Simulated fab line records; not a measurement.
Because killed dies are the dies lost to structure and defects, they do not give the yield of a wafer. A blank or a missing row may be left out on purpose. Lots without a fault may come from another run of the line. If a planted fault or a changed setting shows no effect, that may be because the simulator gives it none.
Chamber matching || flow n5-finfet || 4 sister chambers for N5_GATE_CUT_SAC_CAP_01 on ald-sin-04
The step material SiNx, target thk 24 nm, pulse time 1 s, ald cycles 480. 8 wafers are shown with their chamber, then 7 later ones without.

== WAFERS WITH THEIR CHAMBER ==
{"wafer": "L076.2", "chamber": 2, "heater-power-w (W)": 754, "susceptor-temp-C (C)": 399.85}
{"wafer": "L080.3", "chamber": 1, "heater-power-w (W)": 692, "susceptor-temp-C (C)": 399.69}
{"wafer": "L080.6", "chamber": 2, "heater-power-w (W)": 743, "susceptor-temp-C (C)": 399.60}
{"wafer": "L082.2", "chamber": 3, "heater-power-w (W)": 736, "susceptor-temp-C (C)": 400.06}
{"wafer": "L082.4", "chamber": 0, "heater-power-w (W)": 888, "susceptor-temp-C (C)": 400.03}
{"wafer": "L082.5", "chamber": 3, "heater-power-w (W)": 743, "susceptor-temp-C (C)": 399.98}
{"wafer": "L083.2", "chamber": 0, "heater-power-w (W)": 913, "susceptor-temp-C (C)": 399.90}
{"wafer": "L083.5", "chamber": 1, "heater-power-w (W)": 704, "susceptor-temp-C (C)": 399.95}

== WAFERS WITHOUT THEIR CHAMBER ==
{"wafer": "L083.6", "heater-power-w (W)": 915, "susceptor-temp-C (C)": 400.00}
{"wafer": "L084.1", "heater-power-w (W)": 763, "susceptor-temp-C (C)": 399.88}
{"wafer": "L084.3", "heater-power-w (W)": 892, "susceptor-temp-C (C)": 399.97}
{"wafer": "L084.4", "heater-power-w (W)": 765, "susceptor-temp-C (C)": 400.01}
{"wafer": "L093.1", "heater-power-w (W)": 743, "susceptor-temp-C (C)": 400.17}
{"wafer": "L093.2", "heater-power-w (W)": 766, "susceptor-temp-C (C)": 400.32}
{"wafer": "L093.5", "heater-power-w (W)": 731, "susceptor-temp-C (C)": 399.98}

== WHICH CHAMBER EACH WENT THROUGH ==
{"wafer": "L083.6", "from the rows above": 0, "in truth": 0}
{"wafer": "L084.1", "from the rows above": "can't be placed: 2 or 3", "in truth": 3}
{"wafer": "L084.3", "from the rows above": 0, "in truth": 0}
{"wafer": "L084.4", "from the rows above": "can't be placed: 3 or 2", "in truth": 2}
{"wafer": "L093.1", "from the rows above": 3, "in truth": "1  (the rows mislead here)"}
{"wafer": "L093.2", "from the rows above": "can't be placed: 3 or 2", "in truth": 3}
{"wafer": "L093.5", "from the rows above": "can't be placed: 3 or 2", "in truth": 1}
Placed correctly: 2 of 7. These rows do not allow placing 4 (true chamber among the candidates in 3). Wrongly placed: 1.
How it was worked out, from the rows above alone: a wafer's distance from a chamber is the root of the sum, over the readings, of the square of ((its reading less the chamber's mean) divided by the reading's scatter). If the next closest chamber is less than 2 further off than the closest, the wafer can't be placed; otherwise it belongs to the closest. The mean given for a chamber averages the wafers shown for that chamber. The scatter: the root of (the sum of the squares of (reading less its chamber's mean) over the shown wafers, divided by (wafers less chambers)).
